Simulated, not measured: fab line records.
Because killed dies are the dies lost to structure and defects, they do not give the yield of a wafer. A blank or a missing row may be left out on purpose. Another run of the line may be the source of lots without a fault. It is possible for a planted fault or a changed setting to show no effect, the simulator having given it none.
Which of the tools did it? | flow nand_harc | 24 lots with 72 wafers sampled at 5 steps, on a route of 1159 steps

== WHAT EACH GAUGE READ, for each wafer ==
NHARC_P_M2_INSPECT_11. Usual: raw_defect_count 4.0, standard deviation 2.1.
lot  | measured     | on                | raw_defect_count | flag
L076 | day 6 14:39  | defect_inspect-02 | 2 4 3            |
L075 | day 6 15:38  | defect_inspect-02 | 3 4 3            |
L074 | day 6 16:03  | defect_inspect-01 | 6 4 5            |
L077 | day 7 01:19  | defect_inspect-02 | 4 4 2            |
L078 | day 7 01:40  | defect_inspect-02 | 4 2 1            |
L079 | day 7 08:55  | defect_inspect-01 | 8 8 6            |
L080 | day 7 15:50  | defect_inspect-02 | 4 5 4            |
L081 | day 8 02:13  | defect_inspect-01 | 1 5 3            |
L083 | day 8 11:44  | defect_inspect-02 | 3 2 7            |
L082 | day 8 12:28  | defect_inspect-02 | 7 6 6            |
L084 | day 8 21:24  | defect_inspect-02 | 8 2 2            |
L086 | day 9 08:32  | defect_inspect-02 | 2 7 2            |
L087 | day 9 08:50  | defect_inspect-01 | 5 4 6            |
L085 | day 9 11:33  | defect_inspect-01 | 0 2 3            |
L089 | day 10 06:27 | defect_inspect-01 | 4 3 4            |
L090 | day 10 09:17 | defect_inspect-01 | 2 3 4            |
L088 | day 10 10:51 | defect_inspect-01 | 2 4 2            |
L091 | day 10 11:22 | defect_inspect-01 | 8 3 2            |
L092 | day 10 20:38 | defect_inspect-01 | 3 3 3            |
L093 | day 10 20:58 | defect_inspect-01 | 6 1 7            |
L094 | day 11 00:13 | defect_inspect-01 | 5 4 3            |
L095 | day 11 07:07 | defect_inspect-02 | 4 4 4            |
L096 | day 11 13:50 | defect_inspect-01 | 4 2 6            |
L097 | day 11 19:03 | defect_inspect-01 | 8 7 5            |

== WHAT TOOL EACH LOT RAN ON (gives the tool, then ch and the chambers of the sampled wafers, and finally the start) ==
lot  | NHARC_P_GATE_STRIP_95                | NHARC_P_GATE_RTA_80              | NHARC_P_CONTACT_DEP_00                     | NHARC_P_CONTACT_CVD_23
L076 | plasma_asher-02 ch 0,1, day 5 16:40  | rtp_anneal-02 ch 0, day 5 17:58  | pecvd-02 ch 0,1, day 6 14:39 or earlier    | cvd_w-02 ch 0,1, day 6 14:39 or earlier
L075 | plasma_asher-01 ch 0, day 5 17:29    | rtp_anneal-02 ch 0, day 5 18:52  | pecvd-02 ch 0,2, day 6 15:38 or earlier    | cvd_w-01 ch 0,1, day 6 15:38 or earlier
L074 | plasma_asher-02 ch 0,1, day 5 18:22  | rtp_anneal-02 ch 0, day 5 19:43  | pecvd-01 ch 0,1, day 6 16:03 or earlier    | cvd_w-01 ch 0,1, day 6 16:03 or earlier
L077 | plasma_asher-02 ch 0,1, day 6 04:41  | rtp_anneal-02 ch 0, day 6 05:52  | pecvd-01 ch 0,1, day 7 01:19 or earlier    | cvd_w-01 ch 0,1, day 7 01:19 or earlier
L078 | plasma_asher-01 ch 0,1, day 6 05:16  | rtp_anneal-02 ch 0, day 6 06:31  | pecvd-02 ch 0,1,2, day 7 01:40 or earlier  | cvd_w-01 ch 0,1, day 7 01:40 or earlier
L079 | plasma_asher-02 ch 0,1, day 6 12:22  | rtp_anneal-01 ch 0, day 6 13:50  | pecvd-01 ch 1,2, day 7 08:55 or earlier    | cvd_w-02 ch 0,1, day 7 08:55 or earlier
L080 | plasma_asher-02 ch 0,1, day 6 23:47  | rtp_anneal-01 ch 0, day 7 00:59  | pecvd-02 ch 0,1, day 7 15:50 or earlier    | cvd_w-01 ch 0,1, day 7 15:50 or earlier
L081 | plasma_asher-02 ch 0,1, day 7 04:26  | rtp_anneal-01 ch 0, day 7 05:37  | pecvd-02 ch 0,1, day 8 02:13 or earlier    | cvd_w-01 ch 0,1, day 8 02:13 or earlier
L083 | plasma_asher-01 ch 0,1, day 7 15:15  | rtp_anneal-02 ch 0, day 7 16:27  | pecvd-01 ch 0,1, day 8 11:44 or earlier    | cvd_w-02 ch 0,1, day 8 11:44 or earlier
L082 | plasma_asher-02 ch 0,1, day 7 15:32  | rtp_anneal-01 ch 0, day 7 16:44  | pecvd-04 ch 1,2, day 8 12:28 or earlier    | cvd_w-02 ch 0,1, day 8 12:28 or earlier
L084 | plasma_asher-02 ch 0,1, day 8 03:40  | rtp_anneal-01 ch 0, day 8 04:50  | pecvd-01 ch 0,1,2, day 8 21:24 or earlier  | cvd_w-01 ch 0,1, day 8 21:24 or earlier
L086 | plasma_asher-01 ch 0,1, day 8 15:43  | rtp_anneal-01 ch 0, day 8 16:52  | pecvd-04 ch 0,1,2, day 9 08:32 or earlier  | cvd_w-02 ch 0,1, day 9 08:32 or earlier
L087 | plasma_asher-01 ch 0, day 8 16:29    | rtp_anneal-02 ch 0, day 8 17:42  | pecvd-02 ch 1,2, day 9 08:50 or earlier    | cvd_w-01 ch 1, day 9 08:50 or earlier
L085 | plasma_asher-01 ch 0,1, day 8 19:04  | rtp_anneal-01 ch 0, day 8 20:28  | pecvd-04 ch 0,2, day 9 11:33 or earlier    | cvd_w-01 ch 0,1, day 9 11:33 or earlier
L089 | plasma_asher-02 ch 0, day 9 11:22    | rtp_anneal-02 ch 0, day 9 12:31  | pecvd-01 ch 0,2, day 10 06:27 or earlier   | cvd_w-01 ch 0,1, day 10 06:27 or earlier
L090 | plasma_asher-02 ch 0,1, day 9 14:17  | rtp_anneal-01 ch 0, day 9 15:36  | pecvd-02 ch 1,2, day 10 09:17 or earlier   | cvd_w-01 ch 0,1, day 10 09:17 or earlier
L088 | plasma_asher-02 ch 0,1, day 9 17:53  | rtp_anneal-01 ch 0, day 9 19:12  | pecvd-04 ch 0,1,2, day 10 10:51 or earlier | cvd_w-01 ch 0,1, day 10 10:51 or earlier
L091 | plasma_asher-02 ch 0,1, day 9 19:14  | rtp_anneal-01 ch 0, day 9 20:34  | pecvd-04 ch 0,2, day 10 11:22 or earlier   | cvd_w-02 ch 0,1, day 10 11:22 or earlier
L092 | plasma_asher-02 ch 0,1, day 9 23:58  | rtp_anneal-02 ch 0, day 10 01:07 | pecvd-02 ch 1,2, day 10 20:38 or earlier   | cvd_w-01 ch 0,1, day 10 20:38 or earlier
L093 | plasma_asher-02 ch 0,1, day 10 01:28 | rtp_anneal-02 ch 0, day 10 03:17 | pecvd-02 ch 0,1, day 10 20:58 or earlier   | cvd_w-01 ch 0, day 10 20:58 or earlier
L094 | plasma_asher-02 ch 0,1, day 10 07:48 | rtp_anneal-01 ch 0, day 10 08:58 | pecvd-02 ch 0,1, day 11 00:13 or earlier   | cvd_w-01 ch 0,1, day 11 00:13 or earlier
L095 | plasma_asher-01 ch 0,1, day 10 15:21 | rtp_anneal-01 ch 0, day 10 16:31 | pecvd-01 ch 0,1,2, day 11 07:07 or earlier | cvd_w-02 ch 0,1, day 11 07:07 or earlier
L096 | plasma_asher-01 ch 0,1, day 10 21:46 | rtp_anneal-01 ch 0, day 10 22:56 | pecvd-02 ch 1,2, day 11 13:50 or earlier   | cvd_w-02 ch 0,1, day 11 13:50 or earlier
L097 | plasma_asher-02 ch 1, day 10 23:56   | rtp_anneal-02 ch 0, day 11 01:08 | pecvd-02 ch 1,2, day 11 19:03 or earlier   | cvd_w-02 ch 0,1, day 11 19:03 or earlier
- NHARC_P_GATE_STRIP_95: strips in O2.
- NHARC_P_GATE_RTA_80: time 30 s.
- NHARC_P_CONTACT_DEP_00: deposits SiO2, target thk 500 nm.
- NHARC_P_CONTACT_CVD_23: deposits W, target thk 200 nm, time 557 s.

== WHAT THE TOOLS THEMSELVES READ (means of the sampled wafers that have a number; where no wafer has one, the mark that the record gives instead) ==
NHARC_P_GATE_STRIP_95. Usual: drypump_motor_current_A 5.7 A, standard deviation 0.59; heater_power_w 349 W, standard deviation 20; rf_refl_power_W 20 W, standard deviation 4.7.
lot  | tool            | drypump_motor_current_A (A) | heater_power_w (W) | rf_refl_power_W (W) | flag
L076 | plasma_asher-02 | 6.0                         | 362                | 16                  |
L075 | plasma_asher-01 | 5.2                         | 310                | 27                  |
L074 | plasma_asher-02 | 5.6                         | 360                | 20                  |
L077 | plasma_asher-02 | 6.0                         | 372                | 17                  |
L078 | plasma_asher-01 | 5.5                         | 320                | 24                  |
L079 | plasma_asher-02 | 5.5                         | 356                | 20                  |
L080 | plasma_asher-02 | 5.6                         | 357                | 20                  |
L081 | plasma_asher-02 | 6.0                         | 364                | 17                  |
L083 | plasma_asher-01 | 5.9                         | 341                | 22                  |
L082 | plasma_asher-02 | 5.5                         | 359                | 20                  |
L084 | plasma_asher-02 | 6.0                         | 369                | 17                  |
L086 | plasma_asher-01 | 5.8                         | 339                | 22                  |
L087 | plasma_asher-01 | 5.2                         | 311                | 27                  |
L085 | plasma_asher-01 | 5.5                         | 326                | 25                  |
L089 | plasma_asher-02 | 6.4                         | 352                | 14                  |
L090 | plasma_asher-02 | 6.0                         | 358                | 17                  |
L088 | plasma_asher-02 | 6.0                         | 359                | 17                  |
L091 | plasma_asher-02 | 6.0                         | 356                | 16                  |
L092 | plasma_asher-02 | 6.0                         | 358                | 17                  |
L093 | plasma_asher-02 | 5.5                         | 349                | 21                  |
L094 | plasma_asher-02 | 6.0                         | 357                | 17                  |
L095 | plasma_asher-01 | 5.9                         | 339                | 22                  |
L096 | plasma_asher-01 | 5.5                         | 326                | 24                  |
L097 | plasma_asher-02 | 5.1                         | 355                | 23                  |

NHARC_P_GATE_RTA_80. Usual: lamp_power_pct 1.96 %, standard deviation 0.3; lamp_zone_6_pct 1.94 %, standard deviation 0.29; wafer_temp_C_max 301.4, standard deviation 0.39.
lot  | tool          | lamp_power_pct (%) | lamp_zone_6_pct (%) | wafer_temp_C_max | flag
L076 | rtp_anneal-02 | 1.63               | 1.62                | 300.9            |
L075 | rtp_anneal-02 | 1.64               | 1.63                | 301.1            |
L074 | rtp_anneal-02 | 1.64               | 1.62                | 301.5            |
L077 | rtp_anneal-02 | 1.63               | 1.61                | 301.1            |
L078 | rtp_anneal-02 | 1.63               | 1.62                | 300.8            |
L079 | rtp_anneal-01 | 2.23               | 2.21                | 301.5            |
L080 | rtp_anneal-01 | 2.24               | 2.22                | 301.5            |
L081 | rtp_anneal-01 | 2.23               | 2.21                | 301.4            |
L083 | rtp_anneal-02 | 1.63               | 1.62                | 301.1            |
L082 | rtp_anneal-01 | 2.23               | 2.21                | 301.2            |
L084 | rtp_anneal-01 | 2.23               | 2.21                | 301.4            |
L086 | rtp_anneal-01 | 2.23               | 2.21                | 301.4            |
L087 | rtp_anneal-02 | 1.63               | 1.62                | 301.3            |
L085 | rtp_anneal-01 | 2.23               | 2.21                | 301.6            |
L089 | rtp_anneal-02 | 1.63               | 1.61                | 301.0            |
L090 | rtp_anneal-01 | 2.23               | 2.21                | 301.9            |
L088 | rtp_anneal-01 | 2.23               | 2.21                | 301.9            |
L091 | rtp_anneal-01 | 2.23               | 2.21                | 301.2            |
L092 | rtp_anneal-02 | 1.63               | 1.62                | 301.2            |
L093 | rtp_anneal-02 | 1.63               | 1.61                | 301.5            |
L094 | rtp_anneal-01 | 2.24               | 2.21                | 301.3            |
L095 | rtp_anneal-01 | 2.23               | 2.21                | 301.8            |
L096 | rtp_anneal-01 | 2.23               | 2.21                | 301.8            |
L097 | rtp_anneal-02 | 1.63               | 1.62                | 301.6            |

NHARC_P_CONTACT_DEP_00. Usual: heater_power_w 557 W, standard deviation 130; rf_fwd_power_W 898.2 W, standard deviation 2.9; throttle_valve_pct 16.0 %, standard deviation 0.67.
lot  | tool     | heater_power_w (W) | rf_fwd_power_W (W) | throttle_valve_pct (%) | flag
L076 | pecvd-02 | 540                | 903.1              | 16.8                   |
L075 | pecvd-02 | 637                | 899.3              | 16.7                   |
L074 | pecvd-01 | 460                | 899.6              | 15.5                   |
L077 | pecvd-01 | 590                | 895.3              | 15.2                   |
L078 | pecvd-02 | 599                | 897.0              | 16.6                   |
L079 | pecvd-01 | 445                | 896.7              | 15.6                   |
L080 | pecvd-02 | 653                | 896.5              | 16.8                   |
L081 | pecvd-02 | 505                | 898.4              | 16.9                   |
L083 | pecvd-01 | 480                | 897.7              | 15.6                   |
L082 | pecvd-04 | 563                | 896.9              | 15.4                   |
L084 | pecvd-01 | 481                | 898.7              | 15.7                   |
L086 | pecvd-04 | 661                | 896.4              | 15.6                   |
L087 | pecvd-02 | 488                | 898.7              | 16.4                   |
L085 | pecvd-04 | 586                | 898.8              | 15.5                   |
L089 | pecvd-01 | 505                | 896.3              | 15.8                   |
L090 | pecvd-02 | 496                | 897.2              | 15.9                   |
L088 | pecvd-04 | 674                | 896.2              | 15.1                   |
L091 | pecvd-04 | 541                | 899.4              | 15.2                   |
L092 | pecvd-02 | 539                | 895.3              | 15.9                   |
L093 | pecvd-02 | 556                | 897.3              | 16.6                   |
L094 | pecvd-02 | 571                | 898.9              | 16.8                   |
L095 | pecvd-01 | 476                | 896.6              | 15.7                   |
L096 | pecvd-02 | 554                | 900.8              | 16.2                   |
L097 | pecvd-02 | 503                | 896.9              | 16.3                   |

NHARC_P_CONTACT_CVD_23. Usual: heater_power_w 471 W, standard deviation 41; throttle_valve_pct 7.9 %, standard deviation 0.38.
lot  | tool     | heater_power_w (W) | throttle_valve_pct (%) | flag
L076 | cvd_w-02 | 517                | 7.9                    |
L075 | cvd_w-01 | 437                | 8.1                    |
L074 | cvd_w-01 | 459                | 7.7                    |
L077 | cvd_w-01 | 426                | 8.1                    |
L078 | cvd_w-01 | 451                | 7.7                    |
L079 | cvd_w-02 | 513                | 7.9                    |
L080 | cvd_w-01 | 436                | 8.2                    |
L081 | cvd_w-01 | 437                | 8.1                    |
L083 | cvd_w-02 | 518                | 7.8                    |
L082 | cvd_w-02 | 513                | 8.0                    |
L084 | cvd_w-01 | 459                | 7.7                    |
L086 | cvd_w-02 | 512                | 7.8                    |
L087 | cvd_w-01 | 413                | 8.5                    |
L085 | cvd_w-01 | 463                | 7.7                    |
L089 | cvd_w-01 | 458                | 7.9                    |
L090 | cvd_w-01 | 454                | 8.0                    |
L088 | cvd_w-01 | 432                | 8.1                    |
L091 | cvd_w-02 | 505                | 7.8                    |
L092 | cvd_w-01 | 460                | 7.8                    |
L093 | cvd_w-01 | 488                | 7.5                    |
L094 | cvd_w-01 | 434                | 8.1                    |
L095 | cvd_w-02 | 509                | 7.7                    |
L096 | cvd_w-02 | 507                | 7.8                    |
L097 | cvd_w-02 | 504                | 7.7                    |

== THE ANSWER, worked out from the rows above alone ==
Rule: take the mean of a lot's wafers that have a number; if it is more than 3 standard deviations from the usual mean, the lot is off. A lot without any number at a reading at which 4 lots or more have one is off too. Where the step has rows for the other lots, those lots are counted as sound. The gauges are gone through in route order, then the tools' own readings, and for those a lot's mean is taken as printed above. At the first step where some lot is off, the reading lying furthest off is the one used; lots without a number count as furthest.
Across all readings shown, no lot is off: no conclusion can be drawn from this.

== WHAT THE SIMULATOR HAD PUT IN ==
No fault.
